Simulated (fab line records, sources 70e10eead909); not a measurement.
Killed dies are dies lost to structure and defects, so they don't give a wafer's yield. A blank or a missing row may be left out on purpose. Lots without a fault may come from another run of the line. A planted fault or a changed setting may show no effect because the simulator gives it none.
fab line records | flow nand_harc
record lots=5 wafers=15 last_day=33
route steps=1302 shown A_SGD_CUT@893 END@1302
lots that met no fault: from a run of the same line without faults
start_h: hours from the record's first day to the start of the lot's first wafer shown | wait_h: hours since the lot's step before | " the same as in the row above | L1.1+2: a row that stands for several wafers | - no value, or no start given | * or withheld: withheld | < > ~ a bound
route shown NAME@n: a module of which the file shows steps, and the number in the route of the first | usual: mean/standard deviation of fault-free wafers | same: alike in all rows | chamber/n: place in a boat | sites: the reading at each site | _std_site: their standard deviation | _edge_site: outer sites' mean less inner sites' | radius_mm: how far each site lies from the wafer's centre | mask NAME#n: copy n | behind: the tool/chamber that last shaped the wafer | hold: why the lot was held/for how many hours/how that ended | device: the transistor (n, p or np) that didn't switch | end of line: the same wafers' tests at the end of the route | a step without rows: its recipe alone | killed: dies lost to structure and defects at the first sort, not the wafer's yield | map: a wafer's dies, x killed, . not, _ none there
set.NAME: the setting as run; set.NAME@STEP: as run at that earlier step | model.NAME: the simulator's own value behind a step, which no gauge read
lots at some steps of the route; a table a step, a row a wafer
services: from which hour (start_h, from the record's first day; less than 0 if before it) a tool's chamber was out of use, for how many hours, and why
## steps
# step NHARC_A_SGD_CUT_COAT_56
# recipe temp_c=260 time_s=75
# step NHARC_A_SGD_CUT_COAT_57
# recipe temp_c=225 time_s=65
# step NHARC_A_SGD_CUT_COAT_03
# recipe spin_rpm=1500 resist_thk_nm=90
# step NHARC_A_SGD_CUT_SOFTBAKE_04
# recipe temp_c=105 time_s=55
# step NHARC_A_SGD_CUT_EBR_05
# step NHARC_A_SGD_CUT_EXPOSE_06
# recipe na=1.35 dose_mj=85.59 mask_id=SGD
# step NHARC_A_SGD_CUT_PEB_07
# recipe peb_temp_c=100 peb_time_s=65
# step NHARC_A_SGD_CUT_DEVELOP_08
# recipe develop_time_s=35 dev_temp_c=23
# step NHARC_A_SGD_CUT_CD_MEAS_09
# recipe target_cd_nm=100 landing_energy_ev=500
# usual cd_nm=100.0/0.66
# columns lot.wafer tool chamber start_h wait_h cd_nm
L916.1 cd_sem-02 0 454.96 - 99.5
L916.2 " 0 " " 100.0
L916.6 " 0 " " 99.8
L919.2 cd_sem-02 0 474.26 - 100.4
L919.5 " 0 " " 100.4
L919.6 " 0 " " 100.1
L930.1 cd_sem-02 0 593.40 - 100.3
L930.2 " 0 " " 99.6
L930.6 " 0 " " 99.8
L932.2 cd_sem-03 0 593.94 - 100.6
L932.4 " 0 " " 100.8
L932.5 " 0 " " 100.3
L936.1 cd_sem-03 0 670.49 - 98.8
L936.2 " 0 " " 100.0
L936.4 " 0 " " 99.6
# step NHARC_A_SGD_CUT_OVL_MEAS_10
# usual overlay_x_nm=-0.1/1 overlay_y_nm=-0.1/0.69
# columns lot.wafer tool chamber start_h wait_h overlay_x_nm overlay_y_nm
L916.1 overlay-02 - 455.06 - -0.4 0.2
L916.2 " - " " 0.0 0.2
L916.6 " - " " -0.1 1.1
L919.2 overlay-01 - 474.34 - 0.3 -0.2
L919.5 " - " " 0.3 -0.1
L919.6 " - " " 0.3 -0.2
L930.1 overlay-01 - 593.49 - 0.6 0.9
L930.2 " - " " 0.6 0.3
L930.6 " - " " 0.9 0.6
L932.2 overlay-02 - 594.03 - -0.2 -0.3
L932.4 " - " " -1.1 -0.1
L932.5 " - " " -0.5 0.4
L936.1 overlay-01 - 670.58 - 0.3 1.0
L936.2 " - " " 0.4 0.5
L936.4 " - " " 0.4 1.0
# step NHARC_A_SGD_CUT_INSPECT_11
# usual raw_defect_count=61/26
# columns lot.wafer tool chamber start_h wait_h raw_defect_count
L916.1 defect_inspect-01 - 455.10 0.0 66
L916.2 " - " " 56
L916.6 " - " " 69
L919.2 defect_inspect-01 - 474.38 0.0 119
L919.5 " - " " 107
L919.6 " - " " 118
L930.1 defect_inspect-02 - 593.52 0.0 50
L930.2 " - " " 60
L930.6 " - " " 57
L932.2 defect_inspect-02 - 594.06 0.0 54
L932.4 " - " " 57
L932.5 " - " " 44
L936.1 defect_inspect-01 - 670.62 0.0 86
L936.2 " - " " 81
L936.4 " - " " 72
# step NHARC_A_SGD_CUT_DESCUM_14
# recipe time_s=3 o2_flow_sccm=200 ar_flow_sccm=0 bias_power_w=0 chemistry=O2
# usual drypump_motor_current_A=5.59/0.28 mfc_ar_sccm=0.007/0.0092 oes_product_au=1.005/0.011 rf_vpp_V=57.8/0.9 showerhead_plenum_p_Torr=1.92/0.079 throttle_valve_pct=11.311/0.0092
# columns lot.wafer tool chamber start_h wait_h drypump_motor_current_A mfc_ar_sccm oes_product_au rf_hours_counter_h rf_vpp_V showerhead_plenum_p_Torr throttle_valve_pct
L916.2 rie_diel-05 2 455.17 0.1 5.83 0.001 1.004 3 56.0 1.80 11.298
L916.1 " 0 " " 5.49 0.009 0.997 3 56.1 1.87 11.306
L916.6 " 1 " " 5.96 0 1.010 - 58.6 1.86 11.293
L919.2 rie_diel-10 0 474.47 0.1 5.05 0.013 0.985 3 57.4 1.83 11.314
L919.5 " 1 " " 5.60 0 1.013 - 59.7 2.06 11.287
L919.6 " 2 " " 5.52 0.027 1.008 - 58.3 1.88 11.290
L930.2 rie_diel-10 0 593.58 0.1 5.07 0.013 0.995 10 58.2 1.83 11.306
L930.1 " 3 " " 5.66 0.005 0.992 9 59.2 1.91 11.325
L930.6 " 1 " " 5.60 0 1.010 - 58.4 2.06 11.310
L932.2 rie_diel-11 2 594.12 0.1 5.24 0 1.009 15 57.5 1.99 11.304
L932.4 " 0 " " 5.49 0 1.009 12 58.7 1.92 11.303
L932.5 " 3 " " 5.97 0 1.007 - 57.5 2.01 11.312
L936.4 rie_diel-10 2 670.68 0.1 5.50 0.027 1.014 2 59.4 1.88 11.308
L936.2 " 3 " " 5.68 0.005 1.003 2 58.4 1.91 11.305
L936.1 " 1 " " 5.61 0 1.004 2 56.4 2.05 11.308
# step NHARC_A_SGD_CUT_ETCH_58
# recipe target_depth_a=390 over_etch_frac=0.3 time_s=65 ion_energy_ev=80 cf4_flow_sccm=150 ar_flow_sccm=0 rf_w=300 bias_w=100 chemistry=CF4
# usual drypump_motor_current_A=5.58/0.29 mfc_ar_sccm=0.008/0.0092 oes_product_au=1.005/0.011 rf_vpp_V=151.2/1.2 run_length_s=86.3/0.53 showerhead_plenum_p_Torr=1.77/0.068 throttle_valve_pct=13.284/0.0091
# columns lot.wafer tool chamber start_h wait_h drypump_motor_current_A mfc_ar_sccm oes_product_au rf_hours_counter_h rf_vpp_V run_length_s showerhead_plenum_p_Torr throttle_valve_pct
L916.1 rie_diel-05 1 455.26 0.1 5.97 0 1.017 3 152.7 86.6 1.72 13.290
L916.2 " 2 " " 5.88 0.001 1.006 3 151.1 87.1 1.67 13.293
L916.6 " 3 " " 5.46 0.009 1.026 - 152.0 87.0 1.72 13.296
L919.2 rie_diel-10 2 474.55 0.1 5.52 0.027 1.001 2 151.3 86.9 1.74 13.287
L919.6 " 3 " " 5.66 0.005 0.978 - 151.7 86.3 1.77 13.291
L919.5 " 0 " " 5.06 0.013 0.985 - 150.0 85.1 1.70 13.268
L930.1 rie_diel-10 3 593.68 0.1 5.63 0.005 0.992 9 151.3 86.7 1.76 13.299
L930.2 " 0 " " 5.06 0.013 1.002 10 151.0 65.4 1.70 13.270
L930.6 " 2 " " 5.52 0.027 1.010 - 150.0 86.8 1.74 13.280
L932.4 rie_diel-11 3 594.27 0.1 5.99 0 1.018 13 151.5 85.9 1.85 13.280
L932.2 " 0 " " 5.49 0 1.018 12 152.2 86.1 1.77 13.272
L932.5 " 3 " " 5.97 0 1.012 - 151.5 85.6 1.85 13.287
L936.4 rie_diel-10 2 670.76 0.1 5.48 0.027 1.018 2 150.2 87.0 1.74 13.289
L936.1 " 3 " " 5.65 0.005 1.002 2 150.6 86.5 1.76 13.299
L936.2 " 0 " " 5.06 0.013 1.003 3 151.1 85.2 1.70 13.272
# step NHARC_A_SGD_CUT_ETCH_59
# recipe target_depth_a=2600 over_etch_frac=0.25 time_s=406.25 ion_energy_ev=200 n2_flow_sccm=150 h2_flow_sccm=150 ar_flow_sccm=0 rf_w=400 bias_w=150 chemistry=N2/H2
# usual drypump_motor_current_A=5.58/0.28 mfc_ar_sccm=0.008/0.0093 oes_product_au=1.006/0.011 rf_vpp_V=430.6/2.6 run_length_s=427.6/0.53 showerhead_plenum_p_Torr=2.04/0.086 throttle_valve_pct=14.169/0.009
# columns lot.wafer tool chamber start_h wait_h drypump_motor_current_A mfc_ar_sccm oes_product_au rf_hours_counter_h rf_vpp_V run_length_s showerhead_plenum_p_Torr throttle_valve_pct
L916.2 rie_diel-05 0 - - 5.49 0.009 1.002 3 429.5 427.2 1.99 14.178
L916.1 " 1 " " 5.95 0 1.009 3 429.2 427.2 1.98 14.176
L916.6 " 0 " " 5.50 0.009 1.001 - 429.3 427.4 1.99 14.178
L919.2 rie_diel-10 3 - - 5.66 0.005 0.991 3 429.7 427.9 2.04 14.168
L919.5 " 2 " " 5.51 0.027 1.006 - 429.7 428.2 2.00 14.171
L919.6 " 3 " " 5.65 0.005 0.982 - 431.5 427.8 2.04 14.162
L930.2 rie_diel-10 0 - - 5.07 0.013 0.994 10 429.1 426.8 1.95 14.177
L930.1 " 1 " " 5.60 0 1.008 10 435.5 427.5 2.20 14.178
L930.6 " 3 " " 5.64 0.005 0.999 - 429.8 427.6 2.04 14.173
L932.2 rie_diel-11 3 - - 5.95 0 1.009 13 431.7 427.2 2.14 14.170
L932.4 " 0 " " 5.49 0 1.000 13 430.5 427.8 2.04 14.157
L932.5 " 2 " " 5.22 0 1.005 - 432.6 428.0 2.13 14.181
L936.4 rie_diel-10 0 - - 5.10 0.013 1.008 3 427.8 427.0 1.95 14.170
L936.2 " 1 " " 5.61 0 1.018 3 435.0 427.6 2.19 14.170
L936.1 " 3 " " 5.64 0.005 1.012 2 430.5 427.7 2.03 14.173
# step NHARC_END_SORT_01
# recipe temp_c=25
# usual killed_at_array=57/19 killed_at_other=0.9/1.1 killed_at_periphery=4.0/2.6 killed_dies=62/19 killed_open=3.3/1.8 killed_short=2.4/1.7
# same gross_dies=677
# columns lot.wafer tool chamber start_h wait_h killed_at_array killed_at_other killed_at_periphery killed_dies killed_open killed_short
L930.2 prober-01 0 723.01 2.8 650 1 4 655 2 1
# killed by level:class
L930.2 A_SGD_CUT:area_etch=609 A_CHANNEL_HOLE_D1:chamber_film_flake=31 A_SLIT:chamber_film_flake=4 P_M2:chamber_film_flake=3 A_DECK1_JOINT:chamber_film_flake=3 P_CONTACT:geometric_particle:open=1 A_BLC:geometric_particle:short=1 A_M0:geometric_particle:open=1
# map L930.2 (x killed, . not)
____________x____________
_________xx.xxxx_________
_______xxxxx.xxxxx_______
______xx.xxxxxxxxxx______
_____xxxxxxxxxxxxxx._____
____.xxxxxxxxxxxxxxxx____
____xxxxxxxxxxxxxxxx.____
___xxxxxxxxxxxxxxxxxxx___
___xxxxxxxxxxxxxxxxxxx___
__xxxxxxxxxxxxxxxxxxxxx__
__xxxxxxxxxxxxxxxxxxxx.__
_xxxxxxxxxxxxxxxxxxxxxxx_
_xxxxxxxxxxxxxxxxxxxxx.._
_xxxxxxxxxxxxxxxxxxxxxx._
_xxxxxxxxxxxxxxxxxxxxxx._
_xxxxxxxxxxxxxxxxxxxxxx._
xxxxxxxxxxxxxxxxxxxxxxxxx
xxxxxxxxxxxxxxxxxxxxxxxxx
xxxxxxxxxxxxxxxxxxxxxxxx.
xxxxxxxxxxxxxxxxxxxxxxxxx
xxxxxxxxxxxxxxxxxxxxxxxx.
_xxxxxxxxxxxxxxxxxxxxxx._
_xxxxxxxxxxxxxxxxxxxxxx._
_xxxxxxxxxxxxxxxxxxxxxxx_
_xxxxxxxxxxxxxxxxxxxxxx._
_xxxxxxxxxxxxxxxxxxxxx.x_
__xxxxxxxxxxxxxxxxxxxxx__
__xxxxxxxxxxxxxxxxxxxxx__
___xxxxxxxxxxxxxxxxxxx___
___xxxxxxxxxxxxxxxxxxx___
____xxxxxxxxxxxxxxxx.____
____xxxxxxxxxxxxxxxxx____
_____x.xxxxxxxxxxxxx_____
______xxxxxxxxxxxxx______
_______xxxxxxxxxxx_______
_________xxxx.xx_________
____________.____________
# map L919.2 (x killed, . not)
____________x____________
_________xxxx..._________
_______.xx..xx...._______
______...xx........______
_____......x........_____
____....x..x.x.......____
____.........x.......____
___...................___
___...................___
__.....................__
__.....................__
_...x..x...............x_
_..x...x...............x_
_..x.x.x................_
_..xxx.................x_
_...x.xxx.......xx......_
.x...xx.x................
.....x.x.x......x........
....xxxxx.x......x.......
.....xxxx................
...x..xx.................
_...x.x................._
_......................._
_......................._
_x..................x..._
_..x.................x.._
__..x..x...........xxx.__
__................xxxxx__
___x..............xxxx___
___.............x.xxxx___
____...............x.____
____...............xx____
_____.............x._____
______...........x.______
_______..........._______
_________......._________
____________.____________
## services
# columns tool chamber start_h hours kind
rie_diel-11 - 432.50 9.0 pm
rie_diel-10 0 453.06 - clean
rie_diel-10 1 453.06 - clean
rie_diel-10 2 453.06 - clean
rie_diel-10 3 453.06 - clean
rie_diel-05 2 463.58 4.9 repair
rie_diel-10 0 477.56 - clean
rie_diel-10 1 477.56 - clean
rie_diel-10 2 477.56 - clean
rie_diel-10 3 477.56 - clean
rie_diel-11 1 487.95 4.5 repair
rie_diel-10 0 502.06 - clean
rie_diel-11 2 505.16 5.1 repair
rie_diel-05 0 511.53 4.4 repair
rie_diel-05 3 516.60 3.3 repair
rie_diel-11 3 533.93 1.6 repair
rie_diel-11 - 541.86 0.1 repair
rie_diel-10 0 543.35 1.4 repair
rie_diel-05 - 583.60 9.0 pm
rie_diel-10 - 596.56 9.0 pm
rie_diel-11 - 601.62 17.9 repair
rie_diel-11 - 619.54 9.0 pm
rie_diel-10 3 621.14 7.9 repair
rie_diel-10 2 622.55 3.5 repair
## key
first_sign step=NHARC_A_SGD_CUT_ETCH_58 reading=run_length_s direction=down sigmas=40 usual=* struck=*
effect step=NHARC_END_SORT_01 reading=killed_dies direction=up sigmas=32 usual=62 struck=655
more_kills_born_at NHARC_A_SGD_CUT_ETCH_58@rie_diel-10=609
met_at NHARC_A_SGD_CUT_ETCH_58
struck_wafers L930.2
later_rows_left_out L930.2
tester_left_out L930
onset_between 474.55 593.68
fault kind=process_parameter_drift tool=rie_diel-10 chamber=0 onset_h=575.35 steps=NHARC_A_SGD_CUT_ETCH_58 channel=time_s offset=* shape=step end_h=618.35 acts_in=* stated=*
# tester_left_out: of these lots the tester's yield and bins aren't shown, on N5 and GAA mostly nor the transistor test; their killed dies are dies lost to structure and defects alone, not to doping, threshold or leakage, so they don't give the yield
# later_rows_left_out: the simulator's readings of these wafers behind a module that went badly wrong aren't trusted and aren't shown, but for the sort
